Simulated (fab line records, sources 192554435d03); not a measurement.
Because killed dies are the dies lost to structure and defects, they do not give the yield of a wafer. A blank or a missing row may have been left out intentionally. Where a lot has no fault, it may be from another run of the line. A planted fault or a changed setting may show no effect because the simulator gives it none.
Split-lot experiment | flow n5-finfet | 39 wafers read from 7 lots, route of 1938 steps

== THE SPLIT ==
At N5_MOL_CONTACT_COAG_ETCH_47 (etches SiNx in CH3F/O2, stops on W, target depth 27 nm), the setting source-w was moved away from the recipe's 395 W on 18 of the 39 wafers read, by -15.9% to +15.5%. The other wafers ran this setting at the recipe's value.

Reading taken at the split's own step.

== THE READING ==
rf-vpp-V, in V, at N5_MOL_CONTACT_COAG_ETCH_47 (etches SiNx in CH3F/O2, stops on W, target depth 27 nm). A value of 301 V with a standard deviation of 11 V is what fault-free wafers of this fab line usually give.

wafer  | tool, chamber at the split | source-w as run, W | against the recipe | rf-vpp-V, V | against lot-mates on the recipe
L077.2 | rie-diel-04, 0             | 395                | recipe             | 307         | -
L077.5 | rie-diel-04, 3             | 395                | recipe             | 292         | -
L077.6 | rie-diel-04, 2             | 395                | recipe             | 314         | -
L079.1 | rie-diel-04, 0             | 395                | recipe             | 304         | -
L079.2 | rie-diel-04, 1             | 335.1              | -15.2%             | 316         | +20
L079.3 | rie-diel-04, 2             | 335.1              | -15.2%             | 338         | +42
L079.4 | rie-diel-04, 3             | 395                | recipe             | 293         | -
L079.5 | rie-diel-04, 0             | 335.1              | -15.2%             | 330         | +34
L079.6 | rie-diel-04, 1             | 395                | recipe             | 292         | -
L081.1 | rie-diel-04, 2             | 332                | -15.9%             | 340         | +47
L081.2 | rie-diel-04, 0             | 332                | -15.9%             | 332         | +39
L081.3 | rie-diel-04, 1             | 395                | recipe             | 291         | -
L081.4 | rie-diel-04, 3             | 395                | recipe             | 294         | -
L081.5 | rie-diel-04, 2             | 332                | -15.9%             | 342         | +49
L081.6 | rie-diel-04, 3             | 395                | recipe             | 294         | -
L088.1 | rie-diel-04, 0             | 346.7              | -12.2%             | 324         | +25
L088.2 | rie-diel-04, 1             | 395                | recipe             | 291         | -
L088.3 | rie-diel-04, 2             | 346.7              | -12.2%             | 335         | +36
L088.4 | rie-diel-04, 1             | 395                | recipe             | 292         | -
L088.5 | rie-diel-04, 2             | 395                | recipe             | 314         | -
L088.6 | rie-diel-04, 0             | 346.7              | -12.2%             | 325         | +26
L090.1 | rie-diel-05, 3             | 453.1              | +14.7%             | 274         | -17
L090.2 | rie-diel-05, 2             | 395                | recipe             | 292         | -
L090.3 | rie-diel-05, 0             | 395                | recipe             | 289         | -
L090.4 | rie-diel-05, 1             | 453.1              | +14.7%             | 279         | -12
L090.5 | rie-diel-05, 0             | 453.1              | +14.7%             | 273         | -18
L090.6 | rie-diel-05, 3             | 395                | recipe             | 293         | -
L092.1 | rie-diel-01, 0             | 456.2              | +15.5%             | 299         | -20
L092.2 | rie-diel-01, 1             | 456.2              | +15.5%             | 272         | -47
L092.3 | rie-diel-01, 3             | 395                | recipe             | 319         | -
L092.4 | rie-diel-01, 2             | 456.2              | +15.5%             | 292         | -27
L092.5 | rie-diel-01, 3             | 395                | recipe             | 320         | -
L092.6 | rie-diel-01, 0             | 395                | recipe             | 319         | -
L095.1 | rie-diel-05, 3             | 395                | recipe             | 292         | -
L095.2 | rie-diel-05, 2             | 448.7              | +13.6%             | 276         | -16
L095.3 | rie-diel-05, 0             | 395                | recipe             | 290         | -
L095.4 | rie-diel-05, 1             | 395                | recipe             | 294         | -
L095.5 | rie-diel-05, 3             | 448.7              | +13.6%             | 275         | -17
L095.6 | rie-diel-05, 0             | 448.7              | +13.6%             | 274         | -18

THE FIT
A straight line over all 39 wafers: rf-vpp-V changes by -1.78 V for each +1% of source-w; r = -0.86; the points scatter about the line by 11 V.
The same after taking each lot's own level away (the mean of its wafers on the recipe; 39 wafers): -1.97 V for each +1%; r = -0.92; scatter 8.3 V.
According to that fit, moving source-w by its largest amount changes the reading by 31 V.
Across the lots, their own levels run from 291.3 to 319.3 V, a range of 2.5 times the standard deviation given above.
The two slopes are in agreement: the lot-to-lot level therefore moves the slope only a little.
Check: with one of the wafers moved furthest among these (-15.9%) left out of the fit, the line predicts +33.4 V for it against its lot-mates. It came out at +47 V against them.
Tool readings at the split's step, against how far the setting was moved: etch-rf-on-time-s r = -0.91; rf-vpp-V r = -0.86.

== ADDITIONAL SPLITS CARRIED BY THESE WAFERS ==
Note: prior to the reading, these wafers also went through further splits. Each is held against what the fit with the lots' levels taken away leaves over:
other split on the same wafers    | wafers away from the commonest value | r with rf-vpp-V (lot level and that fit taken away)
N5_WELL_APT_IMPLANT_15 energy-kev | 15                                   | +0.18
N5_SD_EPI_P_ETCH_37 source-w      | 15                                   | +0.17
N5_HKMG_FIN_HK_ALD_01 ald-cycles  | 18                                   | -0.22
N5_HKMG_FIN_ETCH_54 cf4-flow-sccm | 9                                    | +0.08
N5_HKMG_FIN_ETCH_35 bias-w        | 12                                   | +0.06
N5_GATE_CUT_ETCH_37 bias-w        | 9                                    | -0.13

== THE WHOLE CHAIN: every reading that the file lists as answering this split, in the file's order ==
step                        | what it does                                           | reading                                                           | change (the file's fit)              | r (the file's)
N5_MOL_CONTACT_COAG_ETCH_47 | etches SiNx in CH3F/O2, stops on W, target depth 27 nm | etch-rf-on-time-s                                                 | withheld for each +1% of the setting | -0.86
N5_MOL_CONTACT_COAG_ETCH_47 | etches SiNx in CH3F/O2, stops on W, target depth 27 nm | rf-vpp-V                                                          | -1.98 V for each +1% of the setting  | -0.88
N5_MOL_CONTACT_COAG_ETCH_47 | etches SiNx in CH3F/O2, stops on W, target depth 27 nm | etch.t-clear-s (the simulator's own value, which no gauge read)   | -0.11 s for each +1% of the setting  | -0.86
N5_MOL_CONTACT_COAG_ETCH_47 | etches SiNx in CH3F/O2, stops on W, target depth 27 nm | etch.over-etch-s (the simulator's own value, which no gauge read) | -0.022 s for each +1% of the setting | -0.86

== FILE'S OWN FIT ==
rf-vpp-V changes by -1.98 V for each +1% of source-w, r = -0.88.
